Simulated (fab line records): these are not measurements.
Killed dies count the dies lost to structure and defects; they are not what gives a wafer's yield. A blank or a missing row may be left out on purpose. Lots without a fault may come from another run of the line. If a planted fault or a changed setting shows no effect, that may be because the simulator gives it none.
Split-lot experiment | flow n5 finfet | route with 1938 steps; 7 lots, 21 wafers read

SPLIT DETAILS
At N5_BEOL_M0_DEP_125 (deposits SiCN from 3MS/NH3, target thk 8 nm, time 14 s), the setting time s was moved away from the recipe's 14 s on 9 of the 21 wafers read, by -15.0% to +14.0%. For the rest of the wafers, this setting stayed at what the recipe calls for.

The split's own step is where the reading is taken.

THE READING
SiCN_of_BEOL_M0_DEP_125.thk nm (the simulator's own value, which no gauge read), in nm, at N5_BEOL_M0_DEP_125 (deposits SiCN from 3MS/NH3, target thk 8 nm, time 14 s). The file does not state a usual value for it. Across the 12 wafers here that went through the recipe, the average is 7.9 nm and the standard deviation 0.099 nm.

wafer  | tool, chamber at the split | time s as run, s | against the recipe | SiCN_of_BEOL_M0_DEP_125.thk nm, nm | against lot-mates on the recipe
L077.1 | pecvd-02, 1,2              | 15.67            | +11.9%             | 8.8                                | +1.0
L077.4 | pecvd-02, 1,2              | 15.67            | +11.9%             | 8.8                                | +1.0
L077.2 | pecvd-02, 2                | 14               | recipe             | 7.8                                | -
L082.1 | pecvd-02, 1                | 14               | recipe             | 8                                  | -
L082.4 | pecvd-02, 1                | 11.9             | -15.0%             | 6.8                                | -1.2
L082.5 | pecvd-02, 2                | 11.9             | -15.0%             | 7                                  | -1.0
L085.1 | pecvd-02, 2,1              | 14               | recipe             | 7.8                                | -
L085.3 | pecvd-02, 2,1              | 14               | recipe             | 7.8                                | -
L085.4 | pecvd-02, 2                | 14               | recipe             | 8                                  | -
L086.2 | pecvd-03, 0                | 14               | recipe             | 8                                  | -
L086.5 | pecvd-03, 1,2              | 15.96            | +14.0%             | 9.2                                | +1.2
L086.6 | pecvd-03, 1,2              | 15.96            | +14.0%             | 9.2                                | +1.2
L089.1 | pecvd-03, 0                | 14               | recipe             | 7.8                                | -
L089.3 | pecvd-03, 0                | 14               | recipe             | 7.8                                | -
L089.4 | pecvd-03, 0                | 14               | recipe             | 8                                  | -
L092.2 | pecvd-02, 1                | 12.55            | -10.4%             | 7                                  | -1.0
L092.4 | pecvd-02, 0                | 12.55            | -10.4%             | 7.2                                | -0.8
L092.6 | pecvd-02, 1                | 14               | recipe             | 8                                  | -
L094.3 | pecvd-02, 0                | 15.19            | +8.5%              | 8.6                                | +0.6
L094.5 | pecvd-02, 1,0              | 14               | recipe             | 8                                  | -
L094.6 | pecvd-02, 1,0              | 14               | recipe             | 8                                  | -
Rows listing several chambers each stand for several wafers; the file does not say which wafer went through which chamber.

THE FIT
A straight line over all 21 wafers: SiCN_of_BEOL_M0_DEP_125.thk nm changes by +0.0778 nm for each +1% of time s; r = +0.98; the points scatter about the line by 0.12 nm.
The same after taking each lot's own level away (the mean of its wafers on the recipe; 21 wafers): +0.0807 nm for each +1%; r = +0.99; scatter 0.087 nm.
According to that fit, moving time s by its largest amount changes the reading by 1.2 nm.
The span of the lots' own levels, 7.80 to 8.00 nm, comes to 2.0 times the standard deviation stated above.
So the lot-to-lot level changes the slope little: the two slopes agree.
Check: for one of the wafers moved furthest among these (-15.0%), held out of the fit, the line's prediction against its lot-mates is -1.2 nm. Against them it came out at -1.2 nm.

ADDITIONAL SPLITS CARRIED BY THESE WAFERS
These wafers also went through other splits before the reading. Each is held against what the fit with the lots' levels taken away leaves over:
other split on the same wafers               | wafers away from the commonest value | r with SiCN_of_BEOL_M0_DEP_125.thk nm (lot level and that fit taken away)
N5_HKMG_FIN_ETCH_58 source w                 | 6                                    | +0.05
N5_GATE_CUT_COAT_27 spin rpm                 | 5                                    | +0.14
N5_GATE_CUT_EXPOSE_10 dose mj                | 6                                    | +0.17
N5_MOL_CONTACT_COAG_CONTACT_ETCH_14 source w | 9                                    | +0.10
N5_MOL_CONTACT_COAG_ETCH_91 source w         | 7                                    | +0.12
N5_BEOL_M0_SAQP_PECVD_04 time s              | 8                                    | -0.35

FILE'S OWN FIT
SiCN_of_BEOL_M0_DEP_125.thk nm changes by +0.0803 nm for each +1% of time s, r = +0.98.
